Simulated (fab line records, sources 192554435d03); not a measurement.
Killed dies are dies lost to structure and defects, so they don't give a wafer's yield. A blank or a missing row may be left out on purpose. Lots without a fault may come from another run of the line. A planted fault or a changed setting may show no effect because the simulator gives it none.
Problem report in the 8D (eight disciplines) form, filled by code | flow n5_finfet | the parts of the form that need people (team, actions taken, sign-off) are left out

1. THE PROBLEM
spin_speed_rpm at N5_BEOL_M7_COAT_64 reads a mean of 1544.0 rpm on 6 wafers of 2 lots; wafers without a fault read 1500.1 rpm with a standard deviation of 0.98. That is +45 standard deviations from the usual mean.
The step: time 60 s, resist thk 12 nm.
First seen on wafer L687.3, day 16 23:34, on litho_track-02. The record holds 12 wafers of 4 lots with a number at this step. Rule for "out", or "out of limits": more than 4 standard deviations from the usual mean. The other wafers with a number count as sound.

2. WHAT IT IS AND WHAT IT IS NOT
question                    | is                     | is not
which readings at this step | spin_speed_rpm         | -
which lots                  | L687, L691             | L675, L697
which wafers of those lots  | all that have a number | -
read on which tools         | litho_track-02         | litho_track-04
when                        | from day 16 23:34      | up to then (3 sound wafers); but 3 sound wafers of L697 came after

3. SUSPECTS, AND WHAT RULES EACH OUT
Counting: a tool at a process step up to the reading stays a suspect if it ran every lot that is out and no sound lot after the first of them.
- litho_track-02 at N5_BEOL_M7_COAT_64 (time 60 s, resist thk 12 nm): kept. It ran every lot that is out, first L687 (day 16 23:34), and no sound lot after that; its last sound lot up to then is L675 (day 13 07:59). Its own readings are out on those wafers: spin_speed_rpm.
Left after counting: litho_track-02 at N5_BEOL_M7_COAT_64.

4. THE CAUSE (what the simulator had put in)
Process parameter drift: litho_track-02, from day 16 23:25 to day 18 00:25, at N5_BEOL_M7_COAT_64. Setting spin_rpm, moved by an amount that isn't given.
Counting left only this tool.

5. THE CHAIN OF EFFECTS, in route order
Each row: a reading whose mean over the struck wafers that have a number lies more than 3 standard deviations from the usual. Only readings for which the record gives a usual standard deviation are gone through. hours: the time from each lot's start at the first step in this table that gives one to its start at this step, as a median over the lots. sigmas: the change in usual standard deviations.
hours | step               | reading        | usual      | on struck wafers | change | sigmas
0     | N5_BEOL_M7_COAT_64 | spin_speed_rpm | 1500.1 rpm | 1544.0           | +43.9  | +45
The process steps in it:
- N5_BEOL_M7_COAT_64: time 60 s, resist thk 12 nm.

6. WHAT WOULD HAVE CAUGHT IT SOONER
In this record the first reading out of limits was taken at day 16 23:34, 0 hours after the fault began at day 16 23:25.
